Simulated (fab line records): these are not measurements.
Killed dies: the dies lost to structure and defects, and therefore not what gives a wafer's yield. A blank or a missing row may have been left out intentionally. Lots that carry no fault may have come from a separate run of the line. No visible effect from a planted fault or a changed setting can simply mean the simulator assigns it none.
fab line records / flow n5Finfet
record lots=5 wafers=12 lastDay=18
route steps=1938 shown BEOL_M3@1011 BEOL_M4@1021
lots untouched by any fault: they come from a run of this same line in which no faults occurred
startH: the number of hours between the record's first day and the start of the first shown wafer of the lot / waitH: time in hours since the lot's previous step / " identical to the entry in the row above / L1.1+2: one row covering several wafers at once / - either no value or no given start / * or withheld: withheld / < > ~ a bound
route shown NAME@n: a module of which the file shows steps, and the number in the route of the first / usual: mean/standard deviation taken from wafers without a fault / same: alike in all rows / chamber/n: place in a boat / sites: the reading at each site / _std_site: their standard deviation / _edge_site: outer sites' mean less inner sites' / radiusMm: for every site, how far away it sits from the centre of the wafer / mask NAME#n: copy n / behind: tool/chamber where the wafer was last shaped / hold: what put the lot on hold/how long, in hours/how the hold closed / device: the n, p or np transistor that did not switch / end of line: the tests these same wafers got at the end of their route / a step with no rows: only its recipe / killed: dies that structure and defects cost at the first sort, which is not the same as the wafer's yield / map: a wafer's dies, x killed, . not, _ none there
set.NAME: the setting that was run; set.NAME@STEP: the one run at that earlier step / model.NAME: the simulator's own value behind a step, which no gauge read
lots at some steps of the route; a table a step, a row a wafer
services: a tool's chamber out of use, with start hour (startH, from the record's first day; less than 0 if before it), hours out, and reason
## steps
# step N5_BEOL_M3_ECD_50
# recipe material=Cu targetThkA=3000
# step N5_BEOL_M3_ANNEAL_51
# recipe tempC=225 timeS=90 ambient=N2
# step N5_BEOL_M3_CMP_52
# recipe stopOn=SiOC tOverpolishS=6.8 downForcePsi=1 platenRpm=50 clearingPlatenDownForcePsi=1.5 clearingPlatenRpm=50 postCmpClean=cuAlkaline targetThkNm=40 clearingPlatenPadVelocityMS=0.99484 padVelocityMS=0.99484
# step N5_BEOL_M3_PRE_CLEAN_60
# recipe gas=NH3/H2 timeS=15 tempC=* rfPowerW=300
# step N5_BEOL_M3_CO_CAP_55
# recipe material=Co targetThkA=20 tempC=200 precursor=CCTBA/H2 pressureTorr=30 timeS=102.1
# step N5_BEOL_M3_PRE_CLEAN_56
# recipe gas=NH3 timeS=15 tempC=withheld rfPowerW=300
# step N5_BEOL_M3_DEP_57
# recipe material=SiCN targetThkA=80 tempC=withheld precursor=3MS/NH3 pressureTorr=3 rfW=202 timeS=14
# step N5_BEOL_M4_ILD_DEP_00
# recipe material=SiOC targetThkA=790 tempC=350 precursor=DEMS/O2 pressureTorr=5 rfW=500 timeS=15.3
# step N5_BEOL_M4_PECVD_72
# recipe material=SiO2 targetThkA=160 tempC=400 precursor=TEOS/O2 pressureTorr=5.5 rfW=450 teosFlowSccm=53.8 gas=O2 flowSccm=3000 timeS=18
# usual heaterPowerW=701/80 showerheadPlenumPTorr=8.81/0.051 throttleValvePct=22.7/0.95
lot.wafer=L231.1 tool=pecvd-03 chamber=1 startH=225.12 waitH=0.0 heaterPowerW=720 showerheadPlenumPTorr=8.84 throttleValvePct=22.0 model.SiO2_of_BEOL_M4_PECVD_72.thkNm=15.4
lot.wafer=L231.2 tool=pecvd-03 chamber=2 startH=225.12 waitH=0.0 heaterPowerW=663 showerheadPlenumPTorr=8.84 throttleValvePct=22.4 model.SiO2_of_BEOL_M4_PECVD_72.thkNm=15.6
lot.wafer=L231.5 tool=pecvd-03 chamber=0 startH=225.12 waitH=0.0 heaterPowerW=583 showerheadPlenumPTorr=8.82 throttleValvePct=24.7 model.SiO2_of_BEOL_M4_PECVD_72.thkNm=15.6
lot.wafer=L236.2 tool=pecvd-03 chamber=0 startH=247.97 waitH=0.0 heaterPowerW=647 showerheadPlenumPTorr=8.84 throttleValvePct=24.8 model.SiO2_of_BEOL_M4_PECVD_72.thkNm=20.4
lot.wafer=L236.4 tool=pecvd-03 chamber=1 startH=247.97 waitH=0.0 heaterPowerW=814 showerheadPlenumPTorr=8.88 throttleValvePct=22.1 model.SiO2_of_BEOL_M4_PECVD_72.thkNm=16.2
lot.wafer=L237.2 tool=pecvd-03 chamber=2 startH=248.17 waitH=0.0 heaterPowerW=637 showerheadPlenumPTorr=8.85 throttleValvePct=22.4 model.SiO2_of_BEOL_M4_PECVD_72.thkNm=20.4
lot.wafer=L237.6 tool=pecvd-03 chamber=0 startH=248.17 waitH=0.0 heaterPowerW=604 showerheadPlenumPTorr=8.81 throttleValvePct=24.8 model.SiO2_of_BEOL_M4_PECVD_72.thkNm=16
lot.wafer=L239.5 tool=pecvd-03 chamber=0 startH=268.42 waitH=0.1 heaterPowerW=568 showerheadPlenumPTorr=8.81 throttleValvePct=24.9 model.SiO2_of_BEOL_M4_PECVD_72.thkNm=20.4
lot.wafer=L239.6 tool=pecvd-03 chamber=1 startH=268.42 waitH=0.1 heaterPowerW=765 showerheadPlenumPTorr=8.83 throttleValvePct=22.4 model.SiO2_of_BEOL_M4_PECVD_72.thkNm=16
lot.wafer=L243.2 tool=pecvd-02 chamber=0 startH=303.03 waitH=0.0 heaterPowerW=747 showerheadPlenumPTorr=8.87 throttleValvePct=23.2 model.SiO2_of_BEOL_M4_PECVD_72.thkNm=15.8
lot.wafer=L243.4 tool=pecvd-02 chamber=0 startH=303.03 waitH=0.0 heaterPowerW=746 showerheadPlenumPTorr=8.87 throttleValvePct=23.1 model.SiO2_of_BEOL_M4_PECVD_72.thkNm=16
lot.wafer=L243.6 tool=pecvd-02 chamber=2 startH=303.03 waitH=0.0 heaterPowerW=779 showerheadPlenumPTorr=8.79 throttleValvePct=22.2 model.SiO2_of_BEOL_M4_PECVD_72.thkNm=16.2
# step N5_BEOL_M4_HM_DEP_02
# recipe material=TiN targetThkA=200 tempC=25 chamberPressurePa=0.49996
# step N5_BEOL_M4_COAT_61
# recipe resist=SOC tempC=250 timeS=60 spinRpm=1500 resistThkNm=60
# step N5_BEOL_M4_COAT_62
# recipe resist=SiARC tempC=220 timeS=60 spinRpm=1500 resistThkNm=12
# step N5_BEOL_M4_COAT_73
# recipe resist=underlayer tempC=205 timeS=60 spinRpm=1500 resistThkNm=5
# step N5_BEOL_M4_COAT_05
# recipe resist=CAR-EUV spinRpm=1500 resistThkNm=30
# step N5_BEOL_M4_EBR_07
# recipe solvent=PGMEA ebrWidthMm=1.5
# step N5_BEOL_M4_SOFTBAKE_06
# recipe tempC=110 timeS=60 resist=CAR-EUV
# step N5_BEOL_M4_EXPOSE_08
# recipe maskId=M4 na=0.33 sourceShape=dipole sigmaInner=0.369 sigmaOuter=0.767 polarization=unpolarized doseMj=41.25
# step N5_BEOL_M4_PEB_09
# recipe pebTempC=100 pebTimeS=60 resist=CAR-EUV
# step N5_BEOL_M4_DEVELOP_10
# recipe developTimeS=30 developer=TMAH resist=CAR-EUV rinseLiquid=surfactantRinse dry=airSpin devTempC=23
# step N5_BEOL_M4_DESCUM_16
# recipe chemistry=O2 timeS=7 sourcePowerW=50 biasPowerW=20 pressureMtorr=20 rfFrequencyHz=2.712e+07 tempC=40 resist=CAR-EUV o2FlowSccm=225
# step N5_BEOL_M4_ETCH_74
# recipe chemistry=N2/H2 target=underlayer targetDepthA=65 maskMaterial=CAR-EUV timeS=5.2 ionEnergyEv=200 pressureMtorr=30 sourceW=840 biasW=150 n2FlowSccm=200 h2FlowSccm=200 ends=cleared
# step N5_BEOL_M4_ETCH_63
# recipe chemistry=CF4 target=SiARC targetDepthA=156 maskMaterial=CAR-EUV timeS=26 ionEnergyEv=80 pressureMtorr=40 sourceW=545 biasW=36 Ar_flow_sccm=100 cf4FlowSccm=100 ends=cleared
# step N5_BEOL_M4_ETCH_64
# recipe chemistry=N2/H2 target=SOC targetDepthA=750 overetchA=225 maskMaterial=SiARC tempC=40 timeS=121.9 ionEnergyEv=200 pressureMtorr=30 sourceW=840 biasW=150 n2FlowSccm=200 h2FlowSccm=200
# step N5_BEOL_M4_STRIP_65
# recipe chemistry=N2/H2 tempC=40 n2FlowSccm=200 h2FlowSccm=200 rfFrequencyHz=6e+07
# step N5_BEOL_M4_STRIP_75
# recipe chemistry=N2/H2 tempC=40 n2FlowSccm=200 h2FlowSccm=200 rfFrequencyHz=6e+07
# step N5_BEOL_M4_STRIP_66
# recipe chemistry=CF4 resist=SiARC powerW=300 biasPowerW=75 pressureMtorr=50 cf4FlowSccm=150 rfFrequencyHz=6e+07
# step N5_BEOL_M4_HM_OPEN_17
# recipe chemistry=Cl2/BCl3 targetDepthA=200 overetchA=60 target=TiN maskMaterial=SOC ionEnergyEv=150 pressureMtorr=10 icpW=1000 biasW=126 Cl2_flow_sccm=53.25 bcl3FlowSccm=21.75 Ar_flow_sccm=25
# step N5_BEOL_M4_STRIP_19
# recipe chemistry=O2 powerW=400 tempC=40 pressureMtorr=30 rfFrequencyHz=6e+07 biasPowerW=0 overashFraction=0.2 o2FlowSccm=225
# step N5_BEOL_M4_COAT_67
# recipe resist=SOC tempC=250 timeS=60 spinRpm=1500 resistThkNm=60
# step N5_BEOL_M4_COAT_68
# recipe resist=SiARC tempC=220 timeS=60 spinRpm=1500 resistThkNm=12
# step N5_BEOL_M4_COAT_76
# recipe resist=underlayer tempC=205 timeS=60 spinRpm=1500 resistThkNm=5
# step N5_BEOL_M4_COAT_22
# recipe resist=CAR-EUV spinRpm=1500 resistThkNm=30
# step N5_BEOL_M4_EBR_24
# recipe solvent=PGMEA ebrWidthMm=1.5
# step N5_BEOL_M4_SOFTBAKE_23
# recipe tempC=110 timeS=60 resist=CAR-EUV
# step N5_BEOL_M4_HM_STRIP_39
# recipe chemistry=peroxideTinStrip material=TiN targetDepthA=250 tempC=50 timeS=158
lot.wafer=L231.1+2 tool=wetBench-01 chamber=4,7 startH=228.46 waitH=0.0 model.SiO2_of_BEOL_M4_PECVD_72.thkNm=15.4
lot.wafer=L231.5 tool=wetBench-01 chamber=0 startH=228.46 waitH=0.0 model.SiO2_of_BEOL_M4_PECVD_72.thkNm=15.6
lot.wafer=L236.2 tool=wetBench-03 chamber=0 startH=251.12 waitH=0.0 model.SiO2_of_BEOL_M4_PECVD_72.thkNm=20.2
lot.wafer=L236.4 tool=wetBench-03 chamber=2 startH=251.12 waitH=0.0 model.SiO2_of_BEOL_M4_PECVD_72.thkNm=16
lot.wafer=L237.2 tool=wetBench-03 chamber=7 startH=251.93 waitH=0.0 model.SiO2_of_BEOL_M4_PECVD_72.thkNm=20.2
lot.wafer=L237.6 tool=wetBench-03 chamber=5 startH=251.93 waitH=0.0 model.SiO2_of_BEOL_M4_PECVD_72.thkNm=15.8
lot.wafer=L239.5 tool=wetBench-04 chamber=5 startH=272.73 waitH=0.1 model.SiO2_of_BEOL_M4_PECVD_72.thkNm=20.2
lot.wafer=L239.6 tool=wetBench-04 chamber=2 startH=272.73 waitH=0.1 model.SiO2_of_BEOL_M4_PECVD_72.thkNm=15.8
lot.wafer=L243.2 tool=wetBench-04 chamber=3 startH=309.03 waitH=0.0 model.SiO2_of_BEOL_M4_PECVD_72.thkNm=15.6
lot.wafer=L243.4 tool=wetBench-04 chamber=2 startH=309.03 waitH=0.0 model.SiO2_of_BEOL_M4_PECVD_72.thkNm=15.8
lot.wafer=L243.6 tool=wetBench-04 chamber=4 startH=309.03 waitH=0.0 model.SiO2_of_BEOL_M4_PECVD_72.thkNm=16
# step N5_BEOL_M4_CMP_52
# recipe stopOn=SiOC tOverpolishS=6.8 downForcePsi=1 platenRpm=50 clearingPlatenDownForcePsi=1.5 clearingPlatenRpm=50 postCmpClean=cuAlkaline targetThkNm=40 clearingPlatenPadVelocityMS=0.99484 padVelocityMS=0.99484
# usual barrierFieldEndpointS=24.3/0.6 clearingPlatenRpm=49.998/0.028 edgeZonePressureFrac=1.001/0.0054 headPressurePsi=1.0001/0.0023 motorCurrentA=6.3/0.37
lot.wafer=L231.2 tool=cmp-01 chamber=0 startH=231.83 waitH=0.2 barrierFieldEndpointS=23.7 clearingPlatenRpm=50.017 edgeZonePressureFrac=1.003 headPressurePsi=1.0010 motorCurrentA=7.0
lot.wafer=L231.1 tool=cmp-01 chamber=1 startH=231.83 waitH=0.2 barrierFieldEndpointS=23.8 clearingPlatenRpm=49.983 edgeZonePressureFrac=1.002 headPressurePsi=0.9984 motorCurrentA=6.4
lot.wafer=L231.5 tool=cmp-01 chamber=0 startH=231.83 waitH=0.2 barrierFieldEndpointS=23.8 clearingPlatenRpm=49.979 edgeZonePressureFrac=1.008 headPressurePsi=1.0013 motorCurrentA=6.7
lot.wafer=L236.4 tool=cmp-02 chamber=2 startH=254.99 waitH=0.2 barrierFieldEndpointS=25.2 clearingPlatenRpm=50.013 edgeZonePressureFrac=1.008 headPressurePsi=0.9979 motorCurrentA=6.5
lot.wafer=L236.2 tool=cmp-02 chamber=3 startH=254.99 waitH=0.2 barrierFieldEndpointS=29.6 clearingPlatenRpm=50.023 edgeZonePressureFrac=0.998 headPressurePsi=1.0024 motorCurrentA=6.0
lot.wafer=L237.2 tool=cmp-01 chamber=1 startH=257.42 waitH=0.2 barrierFieldEndpointS=30.9 clearingPlatenRpm=49.936 edgeZonePressureFrac=0.995 headPressurePsi=1.0023 motorCurrentA=6.0
lot.wafer=L237.6 tool=cmp-01 chamber=0 startH=257.42 waitH=0.2 barrierFieldEndpointS=25.2 clearingPlatenRpm=49.990 edgeZonePressureFrac=1.003 headPressurePsi=1.0034 motorCurrentA=6.6
lot.wafer=L239.5 tool=cmp-02 chamber=1 startH=276.32 waitH=0.2 barrierFieldEndpointS=29.4 clearingPlatenRpm=50.001 edgeZonePressureFrac=0.998 headPressurePsi=0.9990 motorCurrentA=6.1
lot.wafer=L239.6 tool=cmp-02 chamber=2 startH=276.32 waitH=0.2 barrierFieldEndpointS=23.7 clearingPlatenRpm=49.942 edgeZonePressureFrac=1.000 headPressurePsi=0.9992 motorCurrentA=7.2
lot.wafer=L243.2 tool=cmp-04 chamber=2 startH=314.17 waitH=0.2 barrierFieldEndpointS=25.2 clearingPlatenRpm=49.961 edgeZonePressureFrac=0.995 headPressurePsi=0.9980 motorCurrentA=6.2
lot.wafer=L243.4 tool=cmp-04 chamber=0 startH=314.17 waitH=0.2 barrierFieldEndpointS=24.6 clearingPlatenRpm=49.991 edgeZonePressureFrac=0.994 headPressurePsi=0.9996 motorCurrentA=5.9
lot.wafer=L243.6 tool=cmp-04 chamber=2 startH=314.17 waitH=0.2 barrierFieldEndpointS=25.6 clearingPlatenRpm=49.965 edgeZonePressureFrac=0.999 headPressurePsi=0.9978 motorCurrentA=6.2
# step N5_BEOL_M4_RC_MEAS_101
# usual DIBL_N=36.4/1.2 DIBL_P=36.1/1.6 IOFF_N=0.156/0.024 IOFF_P=0.21/0.031 ION_N=674/11 ION_P=463/6.9 SS_N=71.5/0.5 SS_P=73.2/0.55 VT_N=250.0/2.9 VT_P=-250/3.6
lot.wafer=L231.1 tool=prober-02 chamber=0 startH=232.40 waitH=0.0 DIBL_N[mV/V]=39.6 DIBL_P[mV/V]=39.9 IOFF_N[nA/um]=0.216 IOFF_P[nA/um]=0.30 ION_N[uA/um]=697 ION_P[uA/um]=481 SS_N[mV/dec]=71.5 SS_P[mV/dec]=73.4 VT_N[mV]=246.6 VT_P[mV]=-245
lot.wafer=L231.2 tool=prober-02 chamber=0 startH=232.40 waitH=0.0 DIBL_N[mV/V]=38.9 DIBL_P[mV/V]=38.7 IOFF_N[nA/um]=0.189 IOFF_P[nA/um]=0.25 ION_N[uA/um]=686 ION_P[uA/um]=472 SS_N[mV/dec]=72.1 SS_P[mV/dec]=73.6 VT_N[mV]=247.5 VT_P[mV]=-247
lot.wafer=L231.5 tool=prober-02 chamber=0 startH=232.40 waitH=0.0 DIBL_N[mV/V]=38.9 DIBL_P[mV/V]=38.0 IOFF_N[nA/um]=0.180 IOFF_P[nA/um]=0.25 ION_N[uA/um]=675 ION_P[uA/um]=465 SS_N[mV/dec]=72.3 SS_P[mV/dec]=73.4 VT_N[mV]=249.4 VT_P[mV]=-246
lot.wafer=L236.2 tool=prober-01 chamber=0 startH=255.72 waitH=0.2 DIBL_N[mV/V]=38.5 DIBL_P[mV/V]=37.1 IOFF_N[nA/um]=0.172 IOFF_P[nA/um]=0.22 ION_N[uA/um]=673 ION_P[uA/um]=461 SS_N[mV/dec]=72.1 SS_P[mV/dec]=73.4 VT_N[mV]=249.0 VT_P[mV]=-252
lot.wafer=L236.4 tool=prober-01 chamber=0 startH=255.72 waitH=0.2 DIBL_N[mV/V]=36.7 DIBL_P[mV/V]=34.3 IOFF_N[nA/um]=0.137 IOFF_P[nA/um]=0.18 ION_N[uA/um]=659 ION_P[uA/um]=454 SS_N[mV/dec]=71.8 SS_P[mV/dec]=72.5 VT_N[mV]=252.5 VT_P[mV]=-251
lot.wafer=L237.2 tool=prober-01 chamber=0 startH=258.14 waitH=0.2 DIBL_N[mV/V]=36.4 DIBL_P[mV/V]=35.9 IOFF_N[nA/um]=0.146 IOFF_P[nA/um]=0.20 ION_N[uA/um]=670 ION_P[uA/um]=458 SS_N[mV/dec]=72.1 SS_P[mV/dec]=73.2 VT_N[mV]=250.1 VT_P[mV]=-252
lot.wafer=L237.6 tool=prober-01 chamber=0 startH=258.14 waitH=0.2 DIBL_N[mV/V]=35.4 DIBL_P[mV/V]=34.3 IOFF_N[nA/um]=0.129 IOFF_P[nA/um]=0.20 ION_N[uA/um]=659 ION_P[uA/um]=458 SS_N[mV/dec]=70.5 SS_P[mV/dec]=72.4 VT_N[mV]=256.2 VT_P[mV]=-253
lot.wafer=L239.5 tool=prober-01 chamber=0 startH=277.41 waitH=0.6 DIBL_N[mV/V]=35.7 DIBL_P[mV/V]=33.8 IOFF_N[nA/um]=0.141 IOFF_P[nA/um]=0.20 ION_N[uA/um]=665 ION_P[uA/um]=464 SS_N[mV/dec]=71.8 SS_P[mV/dec]=72.6 VT_N[mV]=247.6 VT_P[mV]=-250
lot.wafer=L239.6 tool=prober-01 chamber=0 startH=277.41 waitH=0.6 DIBL_N[mV/V]=36.7 DIBL_P[mV/V]=35.3 IOFF_N[nA/um]=0.153 IOFF_P[nA/um]=0.23 ION_N[uA/um]=662 ION_P[uA/um]=464 SS_N[mV/dec]=71.7 SS_P[mV/dec]=73.0 VT_N[mV]=249.8 VT_P[mV]=-246
lot.wafer=L243.2 tool=prober-01 chamber=0 startH=314.90 waitH=0.2 DIBL_N[mV/V]=37.0 DIBL_P[mV/V]=36.9 IOFF_N[nA/um]=0.183 IOFF_P[nA/um]=0.20 ION_N[uA/um]=695 ION_P[uA/um]=463 SS_N[mV/dec]=72.7 SS_P[mV/dec]=73.8 VT_N[mV]=246.0 VT_P[mV]=-251
lot.wafer=L243.4 tool=prober-01 chamber=0 startH=314.90 waitH=0.2 DIBL_N[mV/V]=36.7 DIBL_P[mV/V]=36.2 IOFF_N[nA/um]=0.167 IOFF_P[nA/um]=0.18 ION_N[uA/um]=680 ION_P[uA/um]=458 SS_N[mV/dec]=71.1 SS_P[mV/dec]=73.9 VT_N[mV]=249.4 VT_P[mV]=-254
lot.wafer=L243.6 tool=prober-01 chamber=0 startH=314.90 waitH=0.2 DIBL_N[mV/V]=35.6 DIBL_P[mV/V]=35.2 IOFF_N[nA/um]=0.154 IOFF_P[nA/um]=0.17 ION_N[uA/um]=679 ION_P[uA/um]=457 SS_N[mV/dec]=72.1 SS_P[mV/dec]=73.0 VT_N[mV]=247.6 VT_P[mV]=-254
## services
tool=cmp-04 chamber=- startH=229.25 hours=4.0 kind=pm
tool=cmp-04 chamber=- startH=233.25 hours=- kind=consumableReplace:conditioner
tool=cmp-04 chamber=- startH=233.25 hours=- kind=consumableReplace:pad
tool=cmp-01 chamber=- startH=240.50 hours=0.6 kind=repair
tool=pecvd-03 chamber=- startH=254.41 hours=2.8 kind=pm
tool=cmp-04 chamber=- startH=265.45 hours=1.7 kind=repair
tool=cmp-01 chamber=- startH=279.26 hours=2.2 kind=repair
tool=pecvd-02 chamber=2 startH=286.00 hours=2.1 kind=scheduledDown
tool=pecvd-03 chamber=1 startH=304.93 hours=5.0 kind=scheduledDown
## key
firstSign step=N5_BEOL_M4_CMP_52 reading=barrierFieldEndpointS direction=up sigmas=9.6 usual=24.3 struck=30.0
effect none on later readings
modelEffect step=N5_BEOL_M4_PECVD_72 value=SiO2_of_BEOL_M4_PECVD_72.thkNm without=15.8 struck=20.4
modelEffect step=N5_BEOL_M4_HM_STRIP_39 value=SiO2_of_BEOL_M4_PECVD_72.thkNm without=15.6 struck=20.2
metAt N5_BEOL_M4_PECVD_72
struckWafers L236.2,L237.2,L239.5
onsetBetween 225.12 247.97
fault kind=processParameterDrift tool=pecvd-03 chamber=- onsetH=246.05 steps=N5_BEOL_M4_PECVD_72 channel=timeS offset=* shape=step endH=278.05 scope=struckWafersOnly actsIn=* stated=*
